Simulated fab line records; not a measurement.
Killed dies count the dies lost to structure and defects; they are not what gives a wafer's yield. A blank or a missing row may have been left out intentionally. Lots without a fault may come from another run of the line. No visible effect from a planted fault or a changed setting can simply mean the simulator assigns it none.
8D (eight disciplines) problem report, filled in by code -- flow nand_harc -- the parts of the form that need people (team, actions taken, sign-off) are left out

1. THE ISSUE
At NHARC_END_SORT_01, killed_at_array averages 93 over 9 wafers from 3 lots, while fault-free wafers read 28, standard deviation 9.1. That is +7.2 standard deviations from the usual mean.
The first sign was on wafer L314.1 at day 24 12:34, on prober-02. The record holds 9 wafers of 3 lots with a number at this step. The rule behind "out" and "out of limits": a value lying over 4 standard deviations away from the usual mean. Any other wafer with a number is counted as sound.

2. WHAT IT IS; WHAT IT IS NOT
question,is,is not
which readings at this step,"killed_at_array, killed_dies","killed_at_other, killed_at_periphery, killed_short"
which lots,"L314, L316, L317",-
which wafers of those lots,all that have a number,-
read on which gauges,"prober-01, prober-02",-
when,from day 24 12:34,up to then (0 sound wafers)

3. SUSPECTS, AND WHAT RULES EACH OUT
Counting: a tool at a process step up to the reading stays a suspect if it ran every lot that is out and no sound lot after the first of them.
- ruled out: the gauge at NHARC_END_SORT_01. Those wafers that are out were read across 2 gauges (prober-01, prober-02).
- rie_diel-05 at NHARC_A_STAIRCASE_STRIP_461 (strips in O2/COS): kept. It ran every lot that is out, first L314 (day 15 18:28), and no sound lot after that.
After counting, what remains is rie_diel-05 at NHARC_A_STAIRCASE_STRIP_461.

4. THE CAUSE (what the simulator had put in)
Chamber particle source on rie_diel-05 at NHARC_A_STAIRCASE_STRIP_461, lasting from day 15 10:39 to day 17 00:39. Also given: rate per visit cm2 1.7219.
The count eliminated every tool but this one.

5. SEQUENCE OF EFFECTS, ordered by route
Rows list readings where the struck wafers' mean (over those with a number) sits beyond 3 standard deviations from the usual. Only readings whose record carries a usual standard deviation are examined. hours: median over the lots of the time between each lot's start at the first step of this table that gives one and its start at this step. sigmas: the change, counted in usual standard deviations.
hours,step,reading,usual,on struck wafers,change,sigmas
0,NHARC_END_SORT_01,killed_at_array,28,93,+65,+7.2
0,NHARC_END_SORT_01,killed_dies,32,97,+65,+7.2

6. WHAT WOULD HAVE CAUGHT IT SOONER
The first out-of-limits reading at a measuring or inspecting step in this record came at day 24 12:34, 218 hours after the fault's start at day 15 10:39.
The start of NHARC_A_STAIRCASE_STRIP_461 on rie_diel-05 came by day 24 12:34 for every one of the lots that are out (3). None of them would have been spared by holding the tool at that moment.
